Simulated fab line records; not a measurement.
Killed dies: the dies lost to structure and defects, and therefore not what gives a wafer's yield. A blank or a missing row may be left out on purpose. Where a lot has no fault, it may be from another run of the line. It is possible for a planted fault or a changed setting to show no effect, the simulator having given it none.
Which tool did it? / flow nandHarc / 18 wafers from 6 lots sampled at 4 of the route's 1159 steps

## WHAT EACH GAUGE READ, for each wafer
NHARC_P_GATE_CD_MEAS_46: the cd target is 720 nm.
lot=L362; measured=day 7 16:02; on=cdSem-03; cdNm (nm)=720.7 723.0 722.4
lot=L368; measured=day 8 04:29; on=cdSem-01; cdNm (nm)=717.6 714.9 717.2
lot=L370; measured=day 8 12:19; on=cdSem-02; cdNm (nm)=717.2 717.2 718.1
lot=L376; measured=day 9 03:10; on=cdSem-01; cdNm (nm)=709.3 707.1 707.1
lot=L380; measured=day 9 22:07; on=cdSem-01; cdNm (nm)=709.2 703.2 706.2
lot=L384; measured=day 10 16:39; on=cdSem-02; cdNm (nm)=720.4 721.1 720.0

## EACH LOT AND THE TOOL THAT RAN IT (in order: tool; ch and the chambers of the sampled wafers; start)
lot=L362; NHARC_P_GATE_DEP_103=pecvd-03 ch 0,2, day 6 07:16; NHARC_P_GATE_ETCHBACK_37=rieDiel-06 ch 1,2, day 7 15:52 or earlier; NHARC_P_GATE_EXPOSE_43=krfScanner-04 ch 0, day 7 15:52
lot=L368; NHARC_P_GATE_DEP_103=pecvd-04 ch 0,2, day 6 09:52; NHARC_P_GATE_ETCHBACK_37=rieDiel-04 ch 0,1,3, day 8 04:20 or earlier; NHARC_P_GATE_EXPOSE_43=krfScanner-04 ch 0, day 8 04:20
lot=L370; NHARC_P_GATE_DEP_103=pecvd-02 ch 0,1, day 6 21:21; NHARC_P_GATE_ETCHBACK_37=rieDiel-05 ch 1,2, day 8 12:09 or earlier; NHARC_P_GATE_EXPOSE_43=krfScanner-01 ch 0, day 8 12:09
lot=L376; NHARC_P_GATE_DEP_103=pecvd-03 ch 0,1,2, day 8 07:56; NHARC_P_GATE_ETCHBACK_37=rieDiel-06 ch 1,2, day 9 03:00 or earlier; NHARC_P_GATE_EXPOSE_43=krfScanner-04 ch 0, day 9 03:00
lot=L380; NHARC_P_GATE_DEP_103=pecvd-02 ch 0,2, day 9 08:55; NHARC_P_GATE_ETCHBACK_37=rieDiel-04 ch 1,2,3, day 9 21:57 or earlier; NHARC_P_GATE_EXPOSE_43=krfScanner-04 ch 0, day 9 21:57
lot=L384; NHARC_P_GATE_DEP_103=pecvd-03 ch 0,1,2, day 10 04:06; NHARC_P_GATE_ETCHBACK_37=rieDiel-05 ch 1,2, day 10 16:29 or earlier; NHARC_P_GATE_EXPOSE_43=krfScanner-01 ch 0, day 10 16:29
- NHARC_P_GATE_DEP_103: deposits SiON, target thk 30 nm.
- NHARC_P_GATE_ETCHBACK_37: etches the open film in CHF3/O2, target depth 34.5 nm, time 17.2 s.
- NHARC_P_GATE_EXPOSE_43: exposes mask P NSD, target cd 720 nm.

## THE ANSWER, worked out from the rows above alone
Rule: what is usual is taken from the lots themselves. Put in order of their means at a reading, lots are off if they are a third of the lots or fewer, leave a main group of 4 or more, and stand apart from it by a gap of 3 or more times the standard deviation of the main group's means; of several such gaps the widest counts. Not used: any main group whose means are identical at the precision the tables above print for the reading. Also off: a lot with no number at a reading for which 4 or more lots have one. Any other lot the step has rows for is counted as sound.
Off: L376, L380 (NHARC_P_GATE_CD_MEAS_46, cdNm). Main group: mean 719.1 nm, sd 2.2.
A tool fits if, at a process step before that reading, it ran every lot that is off, and no sound lot after the first of them. Those tools and the gauges at NHARC_P_GATE_CD_MEAS_46 are tried in the same way. NHARC_P_GATE_ETCHBACK_37 gives no start for some lots, so the hours and the order of its lots are those of NHARC_P_GATE_EXPOSE_43. Undecided on this evidence; 2 tools fit (krfScanner-04 at NHARC_P_GATE_EXPOSE_43, cdSem-01 at NHARC_P_GATE_CD_MEAS_46).

## WHAT THE SIMULATOR PUT IN
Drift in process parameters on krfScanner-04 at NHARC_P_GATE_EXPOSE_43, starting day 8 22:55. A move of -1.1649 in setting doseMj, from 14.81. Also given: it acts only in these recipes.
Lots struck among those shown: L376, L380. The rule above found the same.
